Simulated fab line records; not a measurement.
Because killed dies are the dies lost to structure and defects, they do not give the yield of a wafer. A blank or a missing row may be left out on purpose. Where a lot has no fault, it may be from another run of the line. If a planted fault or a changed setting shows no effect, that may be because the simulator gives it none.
Which tool is to blame? / flow nand harc / 6 lots (18 wafers sampled), 1 step of a 1159-step route

== WHAT EACH GAUGE READ, for each wafer ==
NHARC_P_CONTACT_INSPECT_27.
lot=L537; measured=day 6 00:42; on=defect inspect-01; raw defect count=215 300 184
lot=L539; measured=day 6 14:06; on=defect inspect-01; raw defect count=277 251 237
lot=L544; measured=day 7 21:34; on=defect inspect-02; raw defect count=189 183 257
lot=L546; measured=day 9 01:52; on=defect inspect-02; raw defect count=160 377 324
lot=L553; measured=day 10 08:59; on=defect inspect-02; raw defect count=257 240 211
lot=L558; measured=day 11 06:35; on=defect inspect-01; raw defect count=337 331 306

== EACH LOT AND THE TOOL THAT RAN IT (in order: tool; ch and the chambers of the sampled wafers; start) ==
The record holds no process step before these readings.

== THE ANSWER, worked out from the rows above alone ==
Rule: what is usual is taken from the lots themselves. The widest of any qualifying gaps counts: lots, ordered by their means at a reading, are off when they make up no more than a third of the lots, leave a main group of 4 or more, and stand apart from it by 3 or more times the standard deviation of that group's means. Not used: any main group whose means are identical at the precision the tables above print for the reading. A lot without any number at a reading at which 4 lots or more have one is off too. All remaining lots with rows at the step are treated as sound.
Nothing can be told from this: no lot is off at any reading shown.

== WHAT THE SIMULATOR HAD PUT IN ==
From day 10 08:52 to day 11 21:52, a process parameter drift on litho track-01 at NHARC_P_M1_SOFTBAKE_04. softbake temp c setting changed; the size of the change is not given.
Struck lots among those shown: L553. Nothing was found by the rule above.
